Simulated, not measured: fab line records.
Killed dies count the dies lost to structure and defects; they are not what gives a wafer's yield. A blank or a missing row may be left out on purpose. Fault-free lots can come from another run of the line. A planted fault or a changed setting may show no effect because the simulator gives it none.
Chamber matching    flow nand_harc    NHARC_A_M0_STRIP_18 on rie_diel-09 has 4 sister chambers
The step strips in N2/H2. 24 wafers are shown with their chamber, then 12 later ones without.

== EACH WAFER AND ITS CHAMBER ==
wafer   chamber  drypump_motor_current_A (A)  power_w (W)  oes_product_au (a.u.)
L075.1  0        6.04                         996.6        0.986
L075.3  3        6.22                         1001.6       0.973
L075.6  2        6.23                         997.1        0.987
L076.2  2        6.26                         1000.9       0.997
L076.3  3        6.21                         1006.2       0.997
L076.5  3        6.21                         1004.7       0.998
L077.1  0        6.10                         998.5        0.999
L077.3  1        6.10                         1001.5       0.995
L077.5  0        6.07                         995.9        0.999
L079.1  2        6.26                         997.3        0.999
L079.2  0        6.07                         999.8        0.993
L079.3  1        6.09                         997.5        0.987
L087.2  3        6.21                         1001.0       1.002
L087.3  1        6.10                         1006.5       0.985
L087.5  3        6.26                         1000.8       0.994
L089.3  0        6.03                         996.1        0.983
L089.4  1        6.07                         1006.7       0.986
L089.5  3        6.23                         1001.4       0.998
L084.2  0        6.11                         998.9        1.001
L084.3  3        6.21                         992.6        0.987
L084.4  3        6.25                         996.4        0.989
L088.1  2        6.22                         1001.0       0.999
L088.3  1        6.08                         1001.5       0.987
L088.6  2        6.21                         999.7        1.002

SIGNATURES (means of the wafers above)
reading                  chamber 0  chamber 1  chamber 2  chamber 3  scatter within a chamber
drypump_motor_current_A  6.0700     6.0880     6.2360     6.2250     0.023
power_w                  997.633    1002.740   999.200    1000.587   3.32
oes_product_au           0.99350    0.98800    0.99680    0.99225    0.00733
Rule: a wafer's distance from a chamber is the root of the sum, over the readings, of the square of ((its reading less the chamber's mean) divided by the reading's scatter). The wafer belongs to the nearest chamber; if the next one is less than 2 further off, it can't be placed. The scatter is the square root of a quotient: the sum, over the shown wafers, of each reading's squared deviation from its chamber's mean, divided by wafers minus chambers.

== WAFERS WHOSE CHAMBER IS MISSING ==
wafer   drypump_motor_current_A (A)  power_w (W)  oes_product_au (a.u.)
L090.1  6.23                         997.8        0.984
L090.2  6.24                         998.5        0.999
L090.3  6.04                         999.8        0.982
L094.1  6.07                         1004.5       0.992
L094.3  6.29                         1003.0       1.006
L094.5  6.08                         1003.3       0.991
L092.1  6.04                         999.5        1.008
L092.2  6.23                         997.0        0.988
L092.6  6.24                         994.7        0.987
L095.2  6.20                         999.8        0.997
L095.3  6.23                         1000.9       0.984
L095.4  6.10                         998.4        0.988

== CHAMBER TAKEN BY EACH ==
wafer   from the rows above      in truth
L090.1  can't be placed: 3 or 2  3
L090.2  can't be placed: 2 or 3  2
L090.3  can't be placed: 0 or 1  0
L094.1  can't be placed: 1 or 0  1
L094.3  can't be placed: 2 or 3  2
L094.5  can't be placed: 1 or 0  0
L092.1  can't be placed: 0 or 1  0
L092.2  can't be placed: 3 or 2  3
L092.6  can't be placed: 2 or 3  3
L095.2  can't be placed: 3 or 2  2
L095.3  can't be placed: 3 or 2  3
L095.4  can't be placed: 1 or 0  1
0 of 12 placed correctly. Cannot be placed on the basis of these rows: 12; the candidates contain the true chamber in 12. 0 placed wrongly.
